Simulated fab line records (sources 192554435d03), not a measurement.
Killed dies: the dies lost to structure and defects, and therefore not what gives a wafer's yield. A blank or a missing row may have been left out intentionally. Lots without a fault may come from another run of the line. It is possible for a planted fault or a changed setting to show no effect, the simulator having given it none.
Lot-split experiment + flow n5 finfet + route with 1938 steps; 7 lots, 21 wafers read

## THE SPLIT ITSELF
At N5_BEOL_M0_TRENCH_ETCH_107 (etches SiOC in C4F6/O2, target depth 32.8 nm, time 16.4 s), the setting target depth a was moved away from the recipe's 328 angstrom on 9 of the 21 wafers read, by -8.5% to +11.4%. The other wafers ran this setting at the recipe's value.

## FROM THE SPLIT ON TO THE READING: in between, the file shows 1 step
- N5_BEOL_M0_STRIP_142: strips in N2/H2, time 10 s

## THE READING
trench depth nm, in nm, at N5_BEOL_M0_OCD_MEAS_108. A value of 32.6 nm with a standard deviation of 0.56 nm is what fault-free wafers of this fab line usually give.

| wafer  | tool, chamber at the split | target depth a as run, angstrom | against the recipe | trench depth nm, nm | against lot-mates on the recipe |
|--------|----------------------------|---------------------------------|--------------------|---------------------|---------------------------------|
| L081.1 | rie diel-06, 3             | 328                             | recipe             | 32.7                | -                               |
| L081.2 | rie diel-06, 0,2           | 328                             | recipe             | 32.4                | -                               |
| L081.3 | rie diel-06, 0,2           | 328                             | recipe             | 32.6                | -                               |
| L083.2 | rie diel-03, 3             | 328                             | recipe             | 32.5                | -                               |
| L083.3 | rie diel-03, 2             | 309.9                           | -5.5%              | 30.2                | -2.3                            |
| L083.4 | rie diel-03, 1             | 309.9                           | -5.5%              | 31.0                | -1.5                            |
| L087.1 | rie diel-02, 1,3           | 300                             | -8.5%              | 29.7                | no lot-mate on the recipe       |
| L087.2 | rie diel-02, 0             | 300                             | -8.5%              | 29.3                | no lot-mate on the recipe       |
| L087.4 | rie diel-02, 1,3           | 300                             | -8.5%              | 29.8                | no lot-mate on the recipe       |
| L091.1 | rie diel-03, 3             | 328                             | recipe             | 32.6                | -                               |
| L091.2 | rie diel-03, 0             | 328                             | recipe             | 33.6                | -                               |
| L091.5 | rie diel-03, 0             | 328                             | recipe             | 33.2                | -                               |
| L093.2 | rie diel-02, 3             | 365.5                           | +11.4%             | 36.8                | +4.2                            |
| L093.3 | rie diel-02, 2             | 365.5                           | +11.4%             | 36.4                | +3.8                            |
| L093.4 | rie diel-02, 3             | 328                             | recipe             | 32.6                | -                               |
| L094.1 | rie diel-06, 3             | 354.2                           | +8.0%              | 35.8                | +2.5                            |
| L094.2 | rie diel-06, 2             | 328                             | recipe             | 33.3                | -                               |
| L094.4 | rie diel-06, 0             | 354.2                           | +8.0%              | 35.9                | +2.6                            |
| L096.1 | rie diel-03, 0             | 328                             | recipe             | 33.5                | -                               |
| L096.2 | rie diel-03, 3             | 328                             | recipe             | 32.8                | -                               |
| L096.3 | rie diel-03, 1             | 328                             | recipe             | 33.2                | -                               |
When a row names more than one chamber, that row covers several wafers, and the file does not tell which wafer ran in which chamber.

THE FIT
A straight line over all 21 wafers: trench depth nm changes by +0.362 nm for each +1% of target depth a; r = +0.98; the points scatter about the line by 0.4 nm.
The same after taking each lot's own level away (the mean of its wafers on the recipe; 18 wafers): +0.341 nm for each +1%; r = +0.99; scatter 0.28 nm.
The reading moves by 3.9 nm for the largest change in target depth a, on that fit.
Across the lots, their own levels run from 32.50 to 33.30 nm, a range of 1.4 times the standard deviation given above.
The two slopes are in agreement: the lot-to-lot level therefore moves the slope only a little.
Check: for one of the wafers moved furthest among these (+11.4%), held out of the fit, the line's prediction against its lot-mates is +3.76 nm. Against them it came out at +4.2 nm.

## FURTHER SPLITS ON THESE WAFERS
Before the reading, these wafers also passed through other splits. Each is held against what the fit with the lots' levels taken away leaves over:
| other split on the same wafers               | wafers away from the commonest value | r with trench depth nm (lot level and that fit taken away) |
|----------------------------------------------|--------------------------------------|------------------------------------------------------------|
| N5_MOL_CONTACT_COAG_EXPOSE_05 dose mj        | 3                                    | -0.14                                                      |
| N5_MOL_CONTACT_COAG_CONTACT_ETCH_14 source w | 4                                    | +0.26                                                      |
| N5_MOL_CONTACT_COAG_ETCH_91 source w         | 5                                    | -0.19                                                      |
| N5_BEOL_M0_SAQP_SPACER1_ALD_98 ald cycles    | 3                                    | -0.19                                                      |
| N5_BEOL_M0_SAQP_ETCH_106 target depth a      | 9                                    | +0.23                                                      |
| N5_BEOL_M0_CUTY_ETCH_63 source w             | 7                                    | -0.01                                                      |

## THE WHOLE CHAIN: every reading that the file lists as answering this split, in the file's order
| step                       | what it does                                              | reading                                                                   | change (the file's fit)               | r (the file's) |
|----------------------------|-----------------------------------------------------------|---------------------------------------------------------------------------|---------------------------------------|----------------|
| N5_BEOL_M0_TRENCH_ETCH_107 | etches SiOC in C4F6/O2, target depth 32.8 nm, time 16.4 s | BEOL_M0.feature depth nm (the simulator's own value, which no gauge read) | +0.324 nm for each +1% of the setting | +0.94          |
| N5_BEOL_M0_OCD_MEAS_108    |                                                           | trench depth nm                                                           | +0.341 nm for each +1% of the setting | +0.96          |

## FILE'S OWN FIT
trench depth nm changes by +0.341 nm for each +1% of target depth a, r = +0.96.
